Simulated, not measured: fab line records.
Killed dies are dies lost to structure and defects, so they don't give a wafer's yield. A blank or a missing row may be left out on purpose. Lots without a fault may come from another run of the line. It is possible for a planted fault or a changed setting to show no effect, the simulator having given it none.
A sampling plan put to the test / flow n5_finfet / one fab line, 37 faults that these records tell of, each judged on the records of the lots that it struck; 1 more is left out, because the records don't allow judging it
The plan is the line's own looks: the steps of the route at which a gauge or an inspection reads the wafer and doesn't change it. A look can be judged if struck wafers have a number there and the file gives its usual mean and standard deviation on fault-free wafers. Caught: at a look after the fault's first step, the mean of the struck wafers lies 4 or more of those standard deviations (sigma) from the usual mean. On the tool: the test repeated on the tool's own readings taken at the fault's steps. It also counts as caught if the struck wafers ran another recipe or if their record alone is blank.

THE FAULTS, as the simulator had put them in
1. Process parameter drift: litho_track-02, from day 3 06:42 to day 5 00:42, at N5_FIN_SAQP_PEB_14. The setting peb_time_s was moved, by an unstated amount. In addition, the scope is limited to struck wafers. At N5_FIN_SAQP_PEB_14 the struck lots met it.
2. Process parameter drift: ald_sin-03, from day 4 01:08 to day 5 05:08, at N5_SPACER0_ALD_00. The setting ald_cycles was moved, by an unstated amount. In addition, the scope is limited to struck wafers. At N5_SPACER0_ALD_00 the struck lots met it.
3. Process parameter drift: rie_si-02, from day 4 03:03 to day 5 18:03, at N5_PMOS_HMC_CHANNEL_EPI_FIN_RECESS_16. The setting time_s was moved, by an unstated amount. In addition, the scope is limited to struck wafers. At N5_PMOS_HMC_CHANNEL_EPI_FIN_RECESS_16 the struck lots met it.
4. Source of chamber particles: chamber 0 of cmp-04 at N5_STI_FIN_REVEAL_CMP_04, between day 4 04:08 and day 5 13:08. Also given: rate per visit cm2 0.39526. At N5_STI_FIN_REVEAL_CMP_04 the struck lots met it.
5. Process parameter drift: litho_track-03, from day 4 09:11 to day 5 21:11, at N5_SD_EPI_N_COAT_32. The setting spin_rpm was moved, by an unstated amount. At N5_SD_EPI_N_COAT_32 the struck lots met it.
6. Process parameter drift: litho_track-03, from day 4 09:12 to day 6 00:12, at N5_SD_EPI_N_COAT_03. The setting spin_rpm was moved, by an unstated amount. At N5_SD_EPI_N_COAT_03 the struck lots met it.
7. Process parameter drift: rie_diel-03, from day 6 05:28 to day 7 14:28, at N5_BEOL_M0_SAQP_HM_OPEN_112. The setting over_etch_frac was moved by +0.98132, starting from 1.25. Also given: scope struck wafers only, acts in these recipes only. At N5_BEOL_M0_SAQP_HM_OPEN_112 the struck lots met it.
8. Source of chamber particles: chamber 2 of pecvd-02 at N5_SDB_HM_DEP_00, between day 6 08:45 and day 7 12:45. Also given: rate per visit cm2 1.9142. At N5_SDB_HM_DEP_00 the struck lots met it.
9. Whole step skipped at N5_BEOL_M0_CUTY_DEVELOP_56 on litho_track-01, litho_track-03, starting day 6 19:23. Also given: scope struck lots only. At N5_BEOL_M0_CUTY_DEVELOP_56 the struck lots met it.
10. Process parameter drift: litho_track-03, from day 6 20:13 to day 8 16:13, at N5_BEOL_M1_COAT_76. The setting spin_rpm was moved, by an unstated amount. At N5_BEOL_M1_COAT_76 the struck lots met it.
11. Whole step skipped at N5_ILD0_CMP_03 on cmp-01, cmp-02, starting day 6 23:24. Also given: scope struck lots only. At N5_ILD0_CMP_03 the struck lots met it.
12. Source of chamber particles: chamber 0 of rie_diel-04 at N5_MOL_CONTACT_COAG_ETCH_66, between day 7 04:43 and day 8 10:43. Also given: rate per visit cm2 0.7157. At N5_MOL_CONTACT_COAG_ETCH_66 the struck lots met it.
13. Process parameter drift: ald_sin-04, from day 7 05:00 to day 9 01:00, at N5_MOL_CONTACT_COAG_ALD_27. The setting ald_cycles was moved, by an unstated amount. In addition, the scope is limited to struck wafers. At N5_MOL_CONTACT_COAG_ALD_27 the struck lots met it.
14. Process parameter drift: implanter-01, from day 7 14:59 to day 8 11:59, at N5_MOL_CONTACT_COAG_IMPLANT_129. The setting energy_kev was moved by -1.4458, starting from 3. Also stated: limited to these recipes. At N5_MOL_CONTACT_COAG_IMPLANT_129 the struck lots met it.
15. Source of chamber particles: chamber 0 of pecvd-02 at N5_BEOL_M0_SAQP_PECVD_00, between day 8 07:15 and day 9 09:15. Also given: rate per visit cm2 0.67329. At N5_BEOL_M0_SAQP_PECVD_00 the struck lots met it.
16. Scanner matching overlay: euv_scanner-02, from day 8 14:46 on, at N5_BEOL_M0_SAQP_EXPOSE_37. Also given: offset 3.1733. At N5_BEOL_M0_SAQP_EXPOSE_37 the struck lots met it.
17. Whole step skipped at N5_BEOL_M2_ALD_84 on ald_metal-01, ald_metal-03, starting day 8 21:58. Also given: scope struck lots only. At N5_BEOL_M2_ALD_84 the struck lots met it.
18. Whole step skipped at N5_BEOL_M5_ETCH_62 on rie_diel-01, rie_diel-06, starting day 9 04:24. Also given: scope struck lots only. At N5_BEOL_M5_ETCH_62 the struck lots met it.
19. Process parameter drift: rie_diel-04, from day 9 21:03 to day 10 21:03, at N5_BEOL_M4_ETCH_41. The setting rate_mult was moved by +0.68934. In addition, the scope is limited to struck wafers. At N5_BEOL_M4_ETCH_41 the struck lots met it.
20. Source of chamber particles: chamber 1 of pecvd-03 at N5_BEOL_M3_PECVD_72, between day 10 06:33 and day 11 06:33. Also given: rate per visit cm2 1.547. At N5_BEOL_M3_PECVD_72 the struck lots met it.
21. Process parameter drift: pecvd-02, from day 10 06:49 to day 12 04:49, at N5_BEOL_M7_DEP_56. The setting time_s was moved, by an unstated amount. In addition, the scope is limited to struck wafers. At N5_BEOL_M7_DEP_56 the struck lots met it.
22. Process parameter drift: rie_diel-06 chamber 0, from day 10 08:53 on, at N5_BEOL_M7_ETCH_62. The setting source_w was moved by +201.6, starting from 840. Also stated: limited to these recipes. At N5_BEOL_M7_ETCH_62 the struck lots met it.
23. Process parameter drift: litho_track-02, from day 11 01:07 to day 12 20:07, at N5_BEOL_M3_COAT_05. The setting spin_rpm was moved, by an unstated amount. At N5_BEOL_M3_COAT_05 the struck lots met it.
24. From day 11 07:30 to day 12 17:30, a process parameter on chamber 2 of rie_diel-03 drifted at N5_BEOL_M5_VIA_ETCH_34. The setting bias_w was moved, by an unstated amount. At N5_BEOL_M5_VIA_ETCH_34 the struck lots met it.
25. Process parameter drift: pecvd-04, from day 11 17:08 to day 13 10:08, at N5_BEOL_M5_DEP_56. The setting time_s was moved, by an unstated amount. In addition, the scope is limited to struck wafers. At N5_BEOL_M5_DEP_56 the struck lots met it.
26. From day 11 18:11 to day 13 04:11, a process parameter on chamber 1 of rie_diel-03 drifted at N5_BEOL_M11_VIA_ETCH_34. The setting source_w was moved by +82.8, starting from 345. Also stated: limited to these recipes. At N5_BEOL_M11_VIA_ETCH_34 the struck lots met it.
27. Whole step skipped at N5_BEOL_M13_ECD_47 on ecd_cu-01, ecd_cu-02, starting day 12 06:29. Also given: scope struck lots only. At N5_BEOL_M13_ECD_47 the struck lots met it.
28. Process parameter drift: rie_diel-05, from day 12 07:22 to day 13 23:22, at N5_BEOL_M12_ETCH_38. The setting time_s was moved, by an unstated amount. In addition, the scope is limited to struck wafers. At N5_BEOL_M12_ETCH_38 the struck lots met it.
29. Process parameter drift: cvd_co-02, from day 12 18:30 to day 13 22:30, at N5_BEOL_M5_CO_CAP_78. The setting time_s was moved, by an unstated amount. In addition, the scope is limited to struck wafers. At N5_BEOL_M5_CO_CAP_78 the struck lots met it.
30. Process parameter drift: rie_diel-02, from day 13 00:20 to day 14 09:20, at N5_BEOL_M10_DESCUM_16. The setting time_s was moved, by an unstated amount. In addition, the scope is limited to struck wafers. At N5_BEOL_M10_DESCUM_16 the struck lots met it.
31. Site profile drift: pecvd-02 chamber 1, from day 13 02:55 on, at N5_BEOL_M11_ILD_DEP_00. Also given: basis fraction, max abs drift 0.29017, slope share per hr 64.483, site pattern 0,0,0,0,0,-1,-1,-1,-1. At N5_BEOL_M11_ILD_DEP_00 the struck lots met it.
32. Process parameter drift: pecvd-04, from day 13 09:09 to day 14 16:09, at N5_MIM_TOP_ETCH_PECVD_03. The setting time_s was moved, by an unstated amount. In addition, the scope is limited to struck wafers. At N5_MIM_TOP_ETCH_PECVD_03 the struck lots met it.
33. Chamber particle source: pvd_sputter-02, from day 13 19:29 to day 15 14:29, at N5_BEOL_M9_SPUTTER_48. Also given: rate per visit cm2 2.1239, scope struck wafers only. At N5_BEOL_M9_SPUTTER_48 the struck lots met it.
34. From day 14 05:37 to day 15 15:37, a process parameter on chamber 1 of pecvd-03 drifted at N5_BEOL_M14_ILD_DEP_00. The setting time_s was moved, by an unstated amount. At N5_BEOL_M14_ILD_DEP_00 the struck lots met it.
35. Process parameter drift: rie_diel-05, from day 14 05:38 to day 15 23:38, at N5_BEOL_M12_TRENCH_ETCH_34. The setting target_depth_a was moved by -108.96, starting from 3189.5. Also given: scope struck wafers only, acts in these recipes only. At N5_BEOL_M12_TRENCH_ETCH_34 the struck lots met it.
36. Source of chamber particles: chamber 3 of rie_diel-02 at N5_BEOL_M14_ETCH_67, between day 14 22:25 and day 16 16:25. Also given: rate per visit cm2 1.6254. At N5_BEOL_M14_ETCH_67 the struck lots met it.
37. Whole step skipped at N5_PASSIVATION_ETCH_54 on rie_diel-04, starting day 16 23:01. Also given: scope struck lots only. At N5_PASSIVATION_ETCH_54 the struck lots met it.

WHAT THE PLAN SAW
fault=1; on the tool itself=no reading that can be judged; first look that catches it=N5_FIN_SAQP_CD_MEAS_16; reading, sigma=cd_nm -4.8; median hours from its first step to that look=0.1; hours from the fault's start to the first struck lot there=3; judged looks passed uncaught=0
fault=2; on the tool itself=under 2 sigma; first look that catches it=N5_BEOL_M4_RC_MEAS_101; reading, sigma=REXT_N +4.7; median hours from its first step to that look=114.7; hours from the fault's start to the first struck lot there=127; judged looks passed uncaught=1
fault=3; on the tool itself=under 2 sigma; first look that catches it=N5_PMOS_HMC_CHANNEL_EPI_THK_MEAS_22; reading, sigma=HMC_CMP_THK +9.5; median hours from its first step to that look=1.8; hours from the fault's start to the first struck lot there=5; judged looks passed uncaught=0
fault=4; on the tool itself=under 2 sigma; first look that catches it=N5_STI_FIN_REVEAL_INSPECT_13; reading, sigma=raw_defect_count +47; median hours from its first step to that look=3.6; hours from the fault's start to the first struck lot there=10; judged looks passed uncaught=0
fault=5; on the tool itself=spin_speed_rpm +99 or beyond sigma; first look that catches it=not the one look that can be judged after it; reading, sigma=-; median hours from its first step to that look=-; hours from the fault's start to the first struck lot there=-; judged looks passed uncaught=1
fault=6; on the tool itself=spin_speed_rpm +99 or beyond sigma; first look that catches it=none of the 4 looks that can be judged after it; reading, sigma=-; median hours from its first step to that look=-; hours from the fault's start to the first struck lot there=-; judged looks passed uncaught=4
fault=7; on the tool itself=under 2 sigma; first look that catches it=not the one look that can be judged after it; reading, sigma=-; median hours from its first step to that look=-; hours from the fault's start to the first struck lot there=-; judged looks passed uncaught=1
fault=8; on the tool itself=under 2 sigma; first look that catches it=N5_SDB_INSPECT_13; reading, sigma=raw_defect_count +29; median hours from its first step to that look=0.5; hours from the fault's start to the first struck lot there=13; judged looks passed uncaught=0
fault=9; on the tool itself=no reading that can be judged; first look that catches it=no look after it can be judged; reading, sigma=-; median hours from its first step to that look=-; hours from the fault's start to the first struck lot there=-; judged looks passed uncaught=0
fault=10; on the tool itself=spin_speed_rpm +99 or beyond sigma; first look that catches it=none of the 2 looks that can be judged after it; reading, sigma=-; median hours from its first step to that look=-; hours from the fault's start to the first struck lot there=-; judged looks passed uncaught=2
fault=11; on the tool itself=no reading that can be judged; first look that catches it=no look after it can be judged; reading, sigma=-; median hours from its first step to that look=-; hours from the fault's start to the first struck lot there=-; judged looks passed uncaught=0
fault=12; on the tool itself=under 2 sigma; first look that catches it=not the one look that can be judged after it; reading, sigma=-; median hours from its first step to that look=-; hours from the fault's start to the first struck lot there=-; judged looks passed uncaught=1
fault=13; on the tool itself=run_length_s +99 or beyond sigma; first look that catches it=not the one look that can be judged after it; reading, sigma=-; median hours from its first step to that look=-; hours from the fault's start to the first struck lot there=-; judged looks passed uncaught=1
fault=14; on the tool itself=beam_energy_keV -99 or beyond sigma; first look that catches it=not the one look that can be judged after it; reading, sigma=-; median hours from its first step to that look=-; hours from the fault's start to the first struck lot there=-; judged looks passed uncaught=1
fault=15; on the tool itself=under 2 sigma; first look that catches it=none of the 2 looks that can be judged after it; reading, sigma=strongest: raw_defect_count at N5_BEOL_M0_SAQP_INSPECT_42, +3.2; median hours from its first step to that look=-; hours from the fault's start to the first struck lot there=-; judged looks passed uncaught=2
fault=16; on the tool itself=no reading that can be judged; first look that catches it=none of the 2 looks that can be judged after it; reading, sigma=strongest: M0_CUT1_OVL at N5_BEOL_M0_SAQP_OVL_MEAS_41, +3.5; median hours from its first step to that look=-; hours from the fault's start to the first struck lot there=-; judged looks passed uncaught=2
fault=17; on the tool itself=the tool's record is blank for the struck wafers; first look that catches it=no look after it can be judged; reading, sigma=-; median hours from its first step to that look=-; hours from the fault's start to the first struck lot there=-; judged looks passed uncaught=0
fault=18; on the tool itself=the tool's record is blank for the struck wafers; first look that catches it=no look after it can be judged; reading, sigma=-; median hours from its first step to that look=-; hours from the fault's start to the first struck lot there=-; judged looks passed uncaught=0
fault=19; on the tool itself=oes_product_au +5.4 sigma; first look that catches it=not the one look that can be judged after it; reading, sigma=-; median hours from its first step to that look=-; hours from the fault's start to the first struck lot there=-; judged looks passed uncaught=1
fault=20; on the tool itself=under 2 sigma; first look that catches it=N5_BEOL_M3_INSPECT_13; reading, sigma=raw_defect_count +13; median hours from its first step to that look=1.5; hours from the fault's start to the first struck lot there=18; judged looks passed uncaught=0
fault=21; on the tool itself=under 2 sigma; first look that catches it=not the one look that can be judged after it; reading, sigma=-; median hours from its first step to that look=-; hours from the fault's start to the first struck lot there=-; judged looks passed uncaught=1
fault=22; on the tool itself=rf_fwd_power_W +74 sigma; first look that catches it=no look after it can be judged; reading, sigma=-; median hours from its first step to that look=-; hours from the fault's start to the first struck lot there=-; judged looks passed uncaught=0
fault=23; on the tool itself=spin_speed_rpm -75 sigma; first look that catches it=not the one look that can be judged after it; reading, sigma=-; median hours from its first step to that look=-; hours from the fault's start to the first struck lot there=-; judged looks passed uncaught=1
fault=24; on the tool itself=bias_w +69 sigma; first look that catches it=no look after it can be judged; reading, sigma=-; median hours from its first step to that look=-; hours from the fault's start to the first struck lot there=-; judged looks passed uncaught=0
fault=25; on the tool itself=under 2 sigma; first look that catches it=not the one look that can be judged after it; reading, sigma=-; median hours from its first step to that look=-; hours from the fault's start to the first struck lot there=-; judged looks passed uncaught=1
fault=26; on the tool itself=rf_fwd_power_W +59 sigma; first look that catches it=no look after it can be judged; reading, sigma=-; median hours from its first step to that look=-; hours from the fault's start to the first struck lot there=-; judged looks passed uncaught=0
fault=27; on the tool itself=no reading that can be judged; first look that catches it=N5_BEOL_M13_RS_MEAS_54; reading, sigma=M13_RS +99 or beyond; median hours from its first step to that look=1.0; hours from the fault's start to the first struck lot there=3; judged looks passed uncaught=0
fault=28; on the tool itself=under 2 sigma; first look that catches it=no look after it can be judged; reading, sigma=-; median hours from its first step to that look=-; hours from the fault's start to the first struck lot there=-; judged looks passed uncaught=0
fault=29; on the tool itself=run_length_s -38 sigma; first look that catches it=no look after it can be judged; reading, sigma=-; median hours from its first step to that look=-; hours from the fault's start to the first struck lot there=-; judged looks passed uncaught=0
fault=30; on the tool itself=under 2 sigma; first look that catches it=no look after it can be judged; reading, sigma=-; median hours from its first step to that look=-; hours from the fault's start to the first struck lot there=-; judged looks passed uncaught=0
fault=31; on the tool itself=under 2 sigma; first look that catches it=N5_BEOL_M11_THK_MEAS_01; reading, sigma=M11_ILD_THK -11; median hours from its first step to that look=0.6; hours from the fault's start to the first struck lot there=1; judged looks passed uncaught=0
fault=32; on the tool itself=under 2 sigma; first look that catches it=no look after it can be judged; reading, sigma=-; median hours from its first step to that look=-; hours from the fault's start to the first struck lot there=-; judged looks passed uncaught=0
fault=33; on the tool itself=under 2 sigma; first look that catches it=not the one look that can be judged after it; reading, sigma=-; median hours from its first step to that look=-; hours from the fault's start to the first struck lot there=-; judged looks passed uncaught=1
fault=34; on the tool itself=run_length_s -78 sigma; first look that catches it=N5_BEOL_M14_THK_MEAS_01; reading, sigma=M14_ILD_THK -11; median hours from its first step to that look=0.2; hours from the fault's start to the first struck lot there=4; judged looks passed uncaught=0
fault=35; on the tool itself=under 2 sigma; first look that catches it=none of the 2 looks that can be judged after it; reading, sigma=strongest: trench_depth_nm at N5_BEOL_M12_OCD_MEAS_35, -2.5; median hours from its first step to that look=-; hours from the fault's start to the first struck lot there=-; judged looks passed uncaught=2
fault=36; on the tool itself=under 2 sigma; first look that catches it=not the one look that can be judged after it; reading, sigma=-; median hours from its first step to that look=-; hours from the fault's start to the first struck lot there=-; judged looks passed uncaught=1
fault=37; on the tool itself=the tool's record is blank for the struck wafers; first look that catches it=no look after it can be judged; reading, sigma=-; median hours from its first step to that look=-; hours from the fault's start to the first struck lot there=-; judged looks passed uncaught=0
A dash: this means the fault isn't caught or the number doesn't appear in these records.

Caught at a look: 9 of 37. Caught on the tool: 15 of 37. By one or the other: 23 of 37.
Faults 5, 6, 10, 13, 14, 17, 18, 19, 22, 23, 24, 26, 29, 37 were caught on the tool alone.
Caught at a look alone: faults 1, 2, 3, 4, 8, 20, 27, 31.
Caught by neither: faults 7, 9, 11, 12, 15, 16, 21, 25, 28, 30, 32, 33, 35, 36.

THINNER SAMPLING
In the worst case, this is how late the first struck lot would be measured if the look that catches a fault measured only every second or every third lot, by lot number:
fault=1; struck lots at that look, in order of time=L620, L622, L623; every lot=3 h; every second lot=21 h; every third lot=may miss all 3
fault=2; struck lots at that look, in order of time=L400, L401; every lot=127 h; every second lot=129 h; every third lot=may miss all 2
fault=3; struck lots at that look, in order of time=L520, L521; every lot=5 h; every second lot=10 h; every third lot=may miss all 2
fault=4; struck lots at that look, in order of time=L397, L398, L399; every lot=10 h; every second lot=14 h; every third lot=23 h
fault=8; struck lots at that look, in order of time=L935; every lot=13 h; every second lot=may miss it; every third lot=may miss it
fault=20; struck lots at that look, in order of time=L152; every lot=18 h; every second lot=may miss it; every third lot=may miss it
fault=27; struck lots at that look, in order of time=L381, L380; every lot=3 h; every second lot=8 h; every third lot=may miss all 2
fault=31; struck lots at that look, in order of time=L111, L112; every lot=1 h; every second lot=4 h; every third lot=may miss all 2
fault=34; struck lots at that look, in order of time=L812, L814; every lot=4 h; every second lot=may miss all 2; every third lot=may miss all 2
Hours: fault start to first struck lot measured. The test against the limit of 4 sigma pooled every struck wafer, which means one lot taken alone may stay below that limit. Other struck lots may not be in these records.

THE LONGEST TIMED WAY FROM STEP TO LOOK
In fault 2, a median of 114.7 hours elapses between N5_SPACER0_ALD_00 and N5_BEOL_M4_RC_MEAS_101. The look between them that can be judged stayed within 4 sigma: N5_SPACER0_INSPECT_04.
